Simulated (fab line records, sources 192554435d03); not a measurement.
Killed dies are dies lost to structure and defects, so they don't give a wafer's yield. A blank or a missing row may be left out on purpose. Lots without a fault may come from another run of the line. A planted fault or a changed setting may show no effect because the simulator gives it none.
Which tool did it? | flow n5_finfet | 8 lots, 24 wafers sampled, at 6 steps of a route of 1938

WHAT THE GAUGES READ, wafer by wafer
N5_BEOL_M1_INSPECT_30: inspects for defects (brightfield).
lot  | measured     | on                | raw_defect_count
L167 | day 6 15:08  | defect_inspect-02 | 379 504 553
L170 | day 6 23:19  | defect_inspect-02 | 334 314 276
L173 | day 7 23:19  | defect_inspect-02 | 514 360 304
L180 | day 9 15:26  | defect_inspect-01 | 1553 1588 1441
L182 | day 10 01:32 | defect_inspect-02 | 1493 1527 1541
L181 | day 10 01:39 | defect_inspect-01 | 309 268 572
L187 | day 11 08:20 | defect_inspect-02 | 455 376 332
L188 | day 11 10:44 | defect_inspect-02 | 382 344 344

N5_BEOL_M4_RC_MEAS_101.
lot  | measured     | on        | DIBL_N (mV/V)  | DIBL_P (mV/V)  | IOFF_N (nA/um) | IOFF_P (nA/um) | ION_N (uA/um) | ION_P (uA/um) | SS_N (mV/dec)  | SS_P (mV/dec)  | VT_N (mV)   | VT_P (mV)
L167 | day 8 07:40  | prober-01 | 38.4 39.0 37.1 | 37.7 39.2 36.2 | 0.21 0.23 0.19 | 0.26 0.27 0.24 | 695 705 686   | 470 480 473   | 71.6 72.3 71.4 | 73.7 74.5 73.2 | 243 245 244 | -247 -246 -247
L170 | day 9 01:20  | prober-01 | 31.6 33.5 37.1 | 31.5 34.6 38.8 | 0.09 0.11 0.17 | 0.13 0.15 0.21 | 641 664 676   | 450 455 457   | 70.2 70.5 71.3 | 72.0 72.4 73.5 | 258 256 250 | -260 -257 -254
L173 | day 9 16:58  | prober-01 | 34.3 37.9 34.6 | 35.4 38.9 34.2 | 0.15 0.21 0.14 | 0.19 0.26 0.18 | 688 702 678   | 478 479 462   | 71.3 72.8 71.8 | 73.7 74.1 72.8 | 247 243 249 | -252 -248 -253
L180 | day 11 21:42 | prober-02 | 34.3 37.3 35.8 | 35.5 39.1 36.8 | 0.17 0.22 0.19 | 0.20 0.27 0.22 | 677 689 693   | 457 468 464   | 71.5 72.8 72.2 | 73.0 73.9 72.6 | 249 245 248 | -249 -247 -250
L182 | day 11 18:02 | prober-02 | 33.4 37.4 36.6 | 31.9 36.7 35.8 | 0.11 0.17 0.16 | 0.15 0.22 0.20 | 670 683 681   | 459 471 467   | 70.5 72.4 71.8 | 72.1 73.4 72.9 | 253 249 250 | -255 -250 -251
L181 | day 12 00:59 | prober-01 | 34.8 36.3 37.8 | 33.8 36.5 39.0 | 0.13 0.17 0.20 | 0.19 0.23 0.27 | 678 688 707   | 469 479 486   | 70.6 70.9 72.1 | 72.3 73.8 74.2 | 251 244 245 | -251 -247 -245
L187 | day 13 06:49 | prober-02 | 37.5 34.6 35.9 | 37.3 33.9 35.3 | 0.19 0.14 0.16 | 0.28 0.22 0.23 | 692 679 678   | 472 477 470   | 72.1 70.7 71.8 | 74.0 72.9 72.9 | 246 251 248 | -244 -246 -247
L188 | day 13 22:55 | prober-02 | 32.6 34.8 34.6 | 34.7 36.8 36.9 | 0.13 0.17 0.16 | 0.21 0.23 0.25 | 678 685 674   | 471 472 466   | 71.6 72.3 72.4 | 72.8 73.4 74.2 | 253 249 251 | -248 -250 -248

WHICH TOOL RAN EACH LOT (tool, then ch and the chambers of the sampled wafers, then the start)
lot  | N5_BEOL_M1_DESCUM_16               | N5_BEOL_M1_STRIP_19                | N5_BEOL_M1_ETCH_69                 | N5_BEOL_M1_TRENCH_ETCH_37
L167 | rie_diel-01 ch 0,2,3, day 6 14:02  | rie_diel-03 ch 0,2,3, day 6 14:34  | rie_diel-03 ch 0,2,3, day 6 15:16  | rie_diel-03 ch 0,2,3, day 8 07:40 or earlier
L170 | rie_diel-01 ch 0,1, day 6 22:10    | rie_diel-03 ch 0,1,2, day 6 22:43  | rie_diel-01 ch 0,2,3, day 6 23:28  | rie_diel-03 ch 0,1,2, day 9 01:20 or earlier
L173 | rie_diel-03 ch 1,3, day 7 22:16    | rie_diel-01 ch 0,2, day 7 22:42    | rie_diel-01 ch 0,3, day 7 23:27    | rie_diel-01 ch 0,2, day 9 16:58 or earlier
L180 | rie_diel-01 ch 0,1,2, day 9 14:29  | rie_diel-03 ch 0,1,2, day 9 14:50  | rie_diel-01 ch 0,2,3, day 9 15:32  | rie_diel-04 ch 1,2, day 11 21:42 or earlier
L182 | rie_diel-03 ch 1,2,3, day 10 00:35 | rie_diel-03 ch 1,2, day 10 00:56   | rie_diel-03 ch 1,3, day 10 01:38   | rie_diel-04 ch 1,2, day 11 18:02 or earlier
L181 | rie_diel-04 ch 1,3, day 10 00:46   | rie_diel-01 ch 0,1,2, day 10 01:07 | rie_diel-01 ch 0,2, day 10 01:44   | rie_diel-01 ch 1,2,3, day 12 00:59 or earlier
L187 | rie_diel-04 ch 0,2,3, day 11 07:23 | rie_diel-04 ch 0,2,3, day 11 07:44 | rie_diel-04 ch 0,1,2, day 11 08:26 | rie_diel-04 ch 1,2,3, day 13 06:49 or earlier
L188 | rie_diel-03 ch 0,1,3, day 11 09:55 | rie_diel-01 ch 0,2,3, day 11 10:16 | rie_diel-01 ch 0,1,3, day 11 10:56 | rie_diel-03 ch 1,2,3, day 13 22:55 or earlier
- N5_BEOL_M1_DESCUM_16: chemistry O2, time 7 s.
- N5_BEOL_M1_STRIP_19: strips in O2.
- N5_BEOL_M1_ETCH_69: etches SiARC in CF4, target depth 15.6 nm, time 26 s.
- N5_BEOL_M1_TRENCH_ETCH_37: etches SiOC in C4F6/O2, target depth 55.207 nm, time 29 s.

WHAT THE TOOLS THEMSELVES READ (means of the sampled wafers that have a number; where no wafer has one, the mark that the record gives instead)
N5_BEOL_M1_DESCUM_16.
lot  | tool        | drypump_motor_current_A (A) | oes_product_au (a.u.) | rf_vpp_V (V) | showerhead_plenum_p_Torr (Torr) | throttle_valve_pct (%)
L167 | rie_diel-01 | 5.8                         | 0.94                  | 243.7        | 2.07                            | 20.1
L170 | rie_diel-01 | 4.9                         | 0.85                  | 244.0        | 2.10                            | 20.3
L173 | rie_diel-03 | 5.6                         | 0.74                  | 242.9        | 2.10                            | 20.2
L180 | rie_diel-01 | 5.4                         | 0.85                  | 242.8        | 2.07                            | 20.3
L182 | rie_diel-03 | 5.7                         | 0.71                  | 242.7        | 2.08                            | 20.5
L181 | rie_diel-04 | 6.5                         | 0.76                  | 243.1        | 2.07                            | 20.6
L187 | rie_diel-04 | 6.0                         | 0.83                  | 243.1        | 2.09                            | 20.7
L188 | rie_diel-03 | 5.5                         | 0.76                  | 243.8        | 2.11                            | 20.2

N5_BEOL_M1_STRIP_19.
lot  | tool        | drypump_motor_current_A (A) | oes_product_au (a.u.) | rf_vpp_V (V) | showerhead_plenum_p_Torr (Torr) | throttle_valve_pct (%)
L167 | rie_diel-03 | 5.6                         | 0.77                  | 3.7          | 2.11                            | 16.6
L170 | rie_diel-03 | 5.3                         | 0.78                  | 3.8          | 2.07                            | 16.5
L173 | rie_diel-01 | 5.6                         | 0.94                  | 4.1          | 2.06                            | 16.2
L180 | rie_diel-03 | 5.3                         | 0.76                  | 3.3          | 2.06                            | 16.5
L182 | rie_diel-03 | 5.4                         | 0.70                  | 3.5          | 2.02                            | 16.8
L181 | rie_diel-01 | 5.4                         | 0.84                  | 3.7          | 2.07                            | 16.5
L187 | rie_diel-04 | 6.0                         | 0.82                  | 3.5          | 2.10                            | 16.9
L188 | rie_diel-01 | 5.8                         | 0.87                  | 3.5          | 2.06                            | 16.4

N5_BEOL_M1_ETCH_69.
lot  | tool        | drypump_motor_current_A (A) | etch_rf_on_time_s (s) | oes_product_au (a.u.) | rf_vpp_V (V) | showerhead_plenum_p_Torr (Torr) | throttle_valve_pct (%)
L167 | rie_diel-03 | 5.6                         | 26.5                  | 0.66                  | 184.0        | 2.15                            | 15.55
L170 | rie_diel-01 | 5.7                         | 25.6                  | 0.80                  | 183.4        | 2.13                            | 15.32
L173 | rie_diel-01 | 5.3                         | 26.0                  | 0.77                  | 184.5        | 2.15                            | 15.40
L180 | rie_diel-01 | 5.7                         | 25.6                  | 0.76                  | 184.1        | 2.12                            | 15.36
L182 | rie_diel-03 | 5.9                         | 26.5                  | 0.61                  | 183.8        | 2.19                            | 15.66
L181 | rie_diel-01 | 5.6                         | 25.1                  | 0.78                  | 182.7        | 2.12                            | 15.28
L187 | rie_diel-04 | 6.0                         | 26.2                  | 0.72                  | 183.9        | 2.18                            | 15.70
L188 | rie_diel-01 | 5.4                         | 26.1                  | 0.68                  | 183.5        | 2.12                            | 15.61

N5_BEOL_M1_TRENCH_ETCH_37.
lot  | tool        | drypump_motor_current_A (A) | oes_f_703_au (a.u.) | oes_product_au (a.u.) | rf_vpp_V (V) | showerhead_plenum_p_Torr (Torr) | throttle_valve_pct (%)
L167 | rie_diel-03 | 5.6                         | 0.75                | 0.76                  | 680          | 2.86                            | 20.8
L170 | rie_diel-03 | 5.3                         | 0.76                | 0.78                  | 678          | 2.82                            | 20.7
L173 | rie_diel-01 | 5.2                         | 0.90                | 0.92                  | 658          | 2.85                            | 20.6
L180 | rie_diel-04 | 6.0                         | 0.79                | 0.83                  | 694          | 2.92                            | 21.1
L182 | rie_diel-04 | 6.2                         | 0.76                | 0.81                  | 689          | 2.90                            | 21.0
L181 | rie_diel-01 | 5.9                         | 0.82                | 0.83                  | 661          | 2.78                            | 20.7
L187 | rie_diel-04 | 6.3                         | 0.74                | 0.77                  | 686          | 2.84                            | 21.1
L188 | rie_diel-03 | 5.7                         | 0.69                | 0.70                  | 680          | 2.84                            | 21.0

THE ANSWER, worked out from the rows above alone
Rule: what is usual is taken from the lots themselves. Put in order of their means at a reading, lots are off if they are a third of the lots or fewer, leave a main group of 4 or more, and stand apart from it by a gap of 3 or more times the standard deviation of the main group's means; of several such gaps the widest counts. A main group whose means are all the same, to the digits that the tables above print for the reading, isn't used. A lot without any number at a reading at which 4 lots or more have one is off too. The other lots that the step has rows for count as sound. The gauges are gone through in route order, then the tools' own readings, and for those a lot's mean is taken as printed above. The first step at which some lot is off is used, and at that step the reading that is off furthest; a lot without a number counts as furthest.
Off: L180, L182, at N5_BEOL_M1_INSPECT_30 (raw_defect_count). The main group: mean 384, standard deviation 51.
A tool fits if, at a process step before that reading, it ran every lot that is off, and no sound lot after the first of them. The gauges at N5_BEOL_M1_INSPECT_30 are tried like those tools. One fits: rie_diel-03 at N5_BEOL_M1_STRIP_19. Its last sound lot is L170 (day 6 22:43), its first lot that is off L180 (day 9 14:50): a fault that began between those two fits.

WHAT THE SIMULATOR HAD PUT IN
Chamber particle source: rie_diel-03, from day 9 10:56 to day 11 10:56, at N5_BEOL_M1_STRIP_19. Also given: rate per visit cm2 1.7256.
Lots struck among those shown: L180, L182. The rule above found the same.
